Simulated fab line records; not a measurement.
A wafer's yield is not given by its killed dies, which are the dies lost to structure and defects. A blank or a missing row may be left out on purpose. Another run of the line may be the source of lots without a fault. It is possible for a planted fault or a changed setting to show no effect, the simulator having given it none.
One fault seen from 2 desks + flow n5 finfet + each desk holds nothing but its own numbers, with what lay behind them at the end

FROM THE METROLOGY DESK
What the gauges read for every lot (on any tool): the sampled wafers with a number, averaged. Marked OUT: a lot whose mean sits more than 4 standard deviations from the usual mean, which makes it out of limits; the brackets give that distance.
Columns: A = trench depth nm at N5_BEOL_M10_OCD_MEAS_38, usual 148 nm
| lot  | first seen here | A   |
|------|-----------------|-----|
| L188 | day 10 11:52    | 149 |
| L190 | day 10 14:25    | 149 |
| L187 | day 11 03:44    | 148 |
| L192 | day 11 07:30    | 151 |
| L193 | day 11 10:14    | 150 |
| L199 | day 13 05:16    | 146 |
| L198 | day 13 05:44    | 146 |
| L200 | day 13 13:11    | 146 |
| L204 | day 14 05:31    | 146 |
| L203 | day 14 16:10    | 146 |
| L208 | day 15 05:35    | 149 |
| L210 | day 15 20:06    | 148 |
This desk's finding: nothing out of limits on any of the 12 lots.

AT THE TOOL OWNER'S DESK: rie diel-05
The tool's own readings at N5_BEOL_M10_ETCH_65 (etches SiARC in CF4, target depth 39 nm, time 65 s): means of the sampled wafers that have a number, for each lot that ran on this tool. Marked OUT: a lot whose mean sits more than 4 standard deviations from the usual mean, which makes it out of limits; the brackets give that distance.
Columns: A = drypump motor current A at N5_BEOL_M10_ETCH_65, usual 5.4 A; B = etch rf on time s at N5_BEOL_M10_ETCH_65, usual 65.7 s; C = oes product au at N5_BEOL_M10_ETCH_65, usual 0.70 a.u.; D = rf vpp V at N5_BEOL_M10_ETCH_65, usual 183.8 V; E = showerhead plenum p Torr at N5_BEOL_M10_ETCH_65, usual 2.12 Torr; F = throttle valve pct at N5_BEOL_M10_ETCH_65, usual 15.61 %
| lot  | first seen here | A   | B               | C    | D     | E    | F     |
|------|-----------------|-----|-----------------|------|-------|------|-------|
| L192 | day 11 07:02    | 4.9 | 64.2            | 0.66 | 183.9 | 2.10 | 15.59 |
| L193 | day 11 09:46    | 4.9 | 46.4 (-8.4) OUT | 0.80 | 184.4 | 2.10 | 15.61 |
| L198 | day 13 05:16    | 5.4 | 48.0 (-7.7) OUT | 0.72 | 183.1 | 2.08 | 15.86 |
| L210 | day 15 19:38    | 4.9 | 64.8            | 0.63 | 182.0 | 2.09 | 15.66 |
This desk's verdict: out of limits on L193, L198, starting with L193 at day 11 09:46 (etch rf on time s at N5_BEOL_M10_ETCH_65). L192, L210: within limits.

PUT TOGETHER
The tool owner's desk had the chance to raise an alarm at day 11 09:46 on L193, L198.
At the metrology desk, nothing out of limits was observed.
The metrology desk has L193, L198 on record, within its limits.
N5_BEOL_M10_ETCH_65 was run on rie diel-05 by each of the lots named.

WHAT WAS PUT IN BY THE SIMULATOR
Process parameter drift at N5_BEOL_M10_ETCH_65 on rie diel-05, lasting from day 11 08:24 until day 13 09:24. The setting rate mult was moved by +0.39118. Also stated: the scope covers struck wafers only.
Lots struck among those shown: L193, L198.
Time in hours from fault onset to the first out-of-limits reading at each desk: the tool owner's desk, 1.
